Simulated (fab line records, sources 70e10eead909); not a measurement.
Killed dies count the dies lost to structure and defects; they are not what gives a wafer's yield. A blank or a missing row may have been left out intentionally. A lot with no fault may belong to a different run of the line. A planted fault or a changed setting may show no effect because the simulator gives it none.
Matching of chambers	flow nand-harc	4 sister chambers for NHARC_P_CONTACT_CMP_24 on cmp-04
The step polishes, t overpolish 30 s, target thk 200 nm. 8 wafers are shown with their chamber, then 8 later ones without.

## WAFERS PAIRED WITH THEIR CHAMBERS
wafer	chamber	motor-current-A (A)	time-to-endpoint-s (s)
L088.5	3	12.5	41.4
L088.6	0	12.9	38.2
L086.5	1	13.6	35.8
L086.6	0	12.6	36.7
L089.2	1	14.0	35.0
L089.5	2	13.1	38.4
L089.6	3	12.0	41.8
L091.1	2	13.4	40.0

## WAFERS WHOSE CHAMBER IS MISSING
wafer	motor-current-A (A)	time-to-endpoint-s (s)
L091.3	11.9	43.7
L091.4	13.6	36.8
L092.2	13.2	37.3
L092.4	13.3	40.9
L092.5	12.2	40.2
L097.2	12.7	37.9
L097.3	13.2	34.5
L097.6	13.1	34.8

## EACH ONE'S CHAMBER
wafer	from the rows above	in truth
L091.3	3	3
L091.4	can't be placed: 1 or 2 or 0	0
L092.2	can't be placed: 0 or 2 or 1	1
L092.4	can't be placed: 2 or 3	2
L092.5	3	3
L097.2	can't be placed: 0 or 2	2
L097.3	can't be placed: 1 or 0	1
L097.6	can't be placed: 1 or 0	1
Placed correctly: 2 of 8. These rows do not allow placing 6 (true chamber among the candidates in 6). Placed wrongly: 0.
How it was worked out, from the rows above alone: a wafer's distance from a chamber is the root of the sum, over the readings, of the square of ((its reading less the chamber's mean) divided by the reading's scatter). If the next closest chamber is less than 2 further off than the closest, the wafer can't be placed; otherwise it belongs to the closest. Each chamber's mean is taken over the wafers shown for it. The scatter: the root of (the sum of the squares of (reading less its chamber's mean) over the shown wafers, divided by (wafers less chambers)).
